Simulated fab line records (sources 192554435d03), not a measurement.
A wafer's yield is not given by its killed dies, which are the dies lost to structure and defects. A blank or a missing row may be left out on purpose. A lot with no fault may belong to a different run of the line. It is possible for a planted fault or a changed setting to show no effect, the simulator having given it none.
One fault through the eyes of 3 desks / flow n5_finfet / numbers are kept per desk, each desk with only its own; the story behind them comes last

== FOR THE TOOL OWNER'S DESK: rie_diel-01 ==
The tool's own readings at N5_BEOL_M10_ETCH_66 (etches SOC in N2/H2, target depth 120 nm, overetch 24 nm, time 180 s): means of the sampled wafers that have a number, for each lot that ran on this tool. Any lot whose mean is over 4 standard deviations away from the usual mean is out of limits and marked OUT; that distance is given in the brackets.
Columns: A = bias_w at N5_BEOL_M10_ETCH_66, usual 149.9 W; B = drypump_motor_current_A at N5_BEOL_M10_ETCH_66, usual 5.9 A; C = oes_product_au at N5_BEOL_M10_ETCH_66, usual 0.65 a.u.; D = rf_vpp_V at N5_BEOL_M10_ETCH_66, usual 523.9 V; E = run_length_s at N5_BEOL_M10_ETCH_66, usual 203.0 s; F = showerhead_plenum_p_Torr at N5_BEOL_M10_ETCH_66, usual 2.54 Torr; G = throttle_valve_pct at N5_BEOL_M10_ETCH_66, usual 17.79 %
lot=L322; first seen here=day 11 07:52; A=149.4; B=5.8; C=0.70; D=525.6; E=202.9; F=2.61; G=17.68
lot=L331; first seen here=day 14 05:59; A=150.1; B=5.7; C=0.60; D=522.9; E=230.1 (+60) OUT; F=2.54; G=17.79
lot=L336; first seen here=day 14 09:28; A=150.1; B=5.6; C=0.56; D=524.5; E=257.1 (+99 or more) OUT; F=2.54; G=17.77
lot=L338; first seen here=day 14 17:56; A=150.0; B=5.7; C=0.63; D=525.1; E=221.2 (+41) OUT; F=2.56; G=17.68
Finding of this desk: L331, L336, L338 out of limits; the first was L331 at day 14 05:59, on run_length_s at N5_BEOL_M10_ETCH_66. In limits: L322.

== AT THE METROLOGY DESK ==
Lot by lot, what the gauges showed, no matter which tool ran the lot: averages of those sampled wafers that carry a number. Any lot whose mean is over 4 standard deviations away from the usual mean is out of limits and marked OUT; that distance is given in the brackets.
Columns: A = cd_nm at N5_BEOL_M10_CD_MEAS_28, usual 69.7 nm; B = V9_OVL at N5_BEOL_M10_OVL_MEAS_29, usual -0.6 nm
lot=L322; first seen here=day 11 07:42; A=67.9; B=-0.5
lot=L323; first seen here=day 11 08:13; A=69.3; B=-1.0
lot=L331; first seen here=day 14 05:26; A=69.4; B=-1.2
lot=L336; first seen here=day 14 09:09; A=69.0; B=-0.7
lot=L338; first seen here=day 14 17:34; A=69.9; B=-0.1
lot=L339; first seen here=day 15 18:47; A=68.9; B=-0.1
lot=L343; first seen here=day 17 04:58; A=69.8; B=-1.0
This desk's finding: nothing out of limits on any of the 7 lots.

== THE DEFECT DESK ==
Lot by lot, what the route's inspections counted, given as the mean of those sampled wafers with a number. Any lot whose mean is over 4 standard deviations away from the usual mean is out of limits and marked OUT; that distance is given in the brackets.
Columns: A = raw_defect_count at N5_BEOL_M10_INSPECT_30, usual 443
lot=L322; first seen here=day 11 07:45; A=361
lot=L323; first seen here=day 11 08:17; A=369
lot=L331; first seen here=day 14 05:29; A=440
lot=L336; first seen here=day 14 09:12; A=376
lot=L338; first seen here=day 14 17:37; A=386
lot=L339; first seen here=day 15 18:50; A=687
lot=L343; first seen here=day 17 05:01; A=401
This desk's finding: nothing out of limits on any of the 7 lots.

== TAKEN TOGETHER ==
The tool owner's desk could have raised an alarm at day 14 05:59, on L331, L336, L338.
The metrology desk saw nothing out of limits.
The defect desk saw nothing out of limits.
The metrology desk holds a record of L331, L336, L338, inside its limits.
The defect desk has L331, L336, L338 on record, within its limits.
Of the lots named, all ran N5_BEOL_M10_ETCH_66 on rie_diel-01.

== WHAT WAS PUT IN BY THE SIMULATOR ==
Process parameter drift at N5_BEOL_M10_ETCH_66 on rie_diel-01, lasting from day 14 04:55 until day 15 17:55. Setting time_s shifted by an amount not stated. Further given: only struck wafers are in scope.
Lots struck among those shown: L331, L336, L338.
Hours from the fault's start to each desk's first reading out of limits: the tool owner's desk, 1.
